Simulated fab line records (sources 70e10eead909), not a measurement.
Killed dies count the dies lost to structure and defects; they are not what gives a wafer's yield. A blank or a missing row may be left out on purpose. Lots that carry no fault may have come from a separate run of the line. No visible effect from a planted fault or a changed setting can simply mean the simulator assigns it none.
The tool behind it: which one? -- flow nand_harc -- 36 wafers sampled from 12 lots at 1 step of a route of 1302

== WHAT THE GAUGES SHOWED, per wafer ==
NHARC_A_SGD_CUT_CD_MEAS_09 targets a cd of 100 nm.
lot,measured,on,cd_nm (nm)
L076,day 19 22:32,cd_sem-01,99.8 99.7 99.5
L074,day 20 03:31,cd_sem-03,100.3 100.0 99.0
L079,day 21 00:32,cd_sem-03,99.2 100.7 100.1
L081,day 21 23:11,cd_sem-03,99.2 99.8 99.7
L083,day 22 23:21,cd_sem-03,99.3 100.4 99.6
L085,day 23 10:53,cd_sem-01,100.3 99.9 99.8
L087,day 24 01:45,cd_sem-01,99.8 99.5 99.4
L088,day 25 01:04,cd_sem-03,99.5 99.4 99.4
L091,day 25 15:51,cd_sem-02,100.1 99.6 99.3
L092,day 26 18:40,cd_sem-02,99.4 100.2 99.4
L094,day 27 19:35,cd_sem-03,99.3 100.1 99.6
L097,day 28 14:53,cd_sem-02,98.9 99.1 99.7

== WHICH TOOL RAN EACH LOT (tool, then ch and the chambers of the sampled wafers, then the start) ==
Record: no process step prior to these readings.

== THE ANSWER, worked out from the rows above alone ==
Rule: the usual values come from the lots themselves. The widest of any qualifying gaps counts: lots, ordered by their means at a reading, are off when they make up no more than a third of the lots, leave a main group of 4 or more, and stand apart from it by 3 or more times the standard deviation of that group's means. A main group is skipped when, at the precision printed for the reading in the tables above, its means are all equal. A lot without any number at a reading at which 4 lots or more have one is off too. The other lots that the step has rows for count as sound.
No lot is off on any of the readings shown, so nothing can be concluded from this.

== WHAT HAD BEEN PUT IN BY THE SIMULATOR ==
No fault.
